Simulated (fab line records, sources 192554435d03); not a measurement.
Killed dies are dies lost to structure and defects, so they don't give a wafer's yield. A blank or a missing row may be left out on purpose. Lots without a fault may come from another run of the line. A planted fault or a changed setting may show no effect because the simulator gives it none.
Chamber matching | flow n5_finfet | N5_HKMG_FIN_STRIP_89 on rie_diel-04: 4 sister chambers
The step strips SOC in N2/H2, time 20 s. 14 wafers are shown with their chamber, then 7 later ones without.

WAFERS WITH THEIR CHAMBER
wafer  | chamber | throttle_valve_pct (%) | drypump_motor_current_A (A) | oes_product_au (a.u.)
L077.1 | 3       | 19.2                   | 5.6                         | 0.91
L077.2 | 0       | 19.0                   | 5.5                         | 0.77
L077.3 | 2       | 19.3                   | 5.9                         | 0.73
L078.3 | 0       | 19.0                   | 5.5                         | 0.76
L078.5 | 1       | 18.5                   | 6.2                         | 0.93
L078.6 | 2       | 19.3                   | 5.9                         | 0.72
L079.1 | 2       | 19.3                   | 5.8                         | 0.72
L079.4 | 3       | 19.2                   | 5.7                         | 0.89
L079.6 | 1       | 18.5                   | 6.2                         | 0.90
L085.1 | 1       | 18.6                   | 6.1                         | 0.89
L085.2 | 3       | 19.2                   | 5.6                         | 0.88
L085.5 | 2       | 19.3                   | 5.9                         | 0.71
L092.1 | 2       | 19.4                   | 5.8                         | 0.70
L092.4 | 0       | 19.0                   | 5.5                         | 0.75

SIGNATURES (means of the wafers above)
reading                 | chamber 0 | chamber 1 | chamber 2 | chamber 3 | scatter within a chamber
throttle_valve_pct      | 19.000    | 18.533    | 19.320    | 19.200    | 0.0383
drypump_motor_current_A | 5.500     | 6.167     | 5.860     | 5.633     | 0.0503
oes_product_au          | 0.7600    | 0.9067    | 0.7160    | 0.8933    | 0.0143
Rule: a wafer's distance from a chamber is the root of the sum, over the readings, of the square of ((its reading less the chamber's mean) divided by the reading's scatter). The wafer belongs to the nearest chamber; if the next one is less than 2 further off, it can't be placed. The scatter: the root of (the sum of the squares of (reading less its chamber's mean) over the shown wafers, divided by (wafers less chambers)).

WAFERS WITHOUT THEIR CHAMBER
wafer  | throttle_valve_pct (%) | drypump_motor_current_A (A) | oes_product_au (a.u.)
L092.6 | 19.0                   | 5.5                         | 0.75
L093.1 | 19.0                   | 5.5                         | 0.73
L093.3 | 19.3                   | 5.7                         | 0.85
L093.5 | 19.3                   | 5.9                         | 0.70
L094.1 | 19.3                   | 5.9                         | 0.70
L094.2 | 18.6                   | 6.1                         | 0.86
L094.5 | 19.3                   | 5.8                         | 0.69

WHICH CHAMBER EACH WENT THROUGH
wafer  | from the rows above | in truth
L092.6 | 0                   | 0
L093.1 | 0                   | 0
L093.3 | 3                   | 3
L093.5 | 2                   | 2
L094.1 | 2                   | 2
L094.2 | 1                   | 1
L094.5 | 2                   | 2
Placed correctly: 7 of 7. Can't be placed from these rows: 0. Placed wrongly: 0.
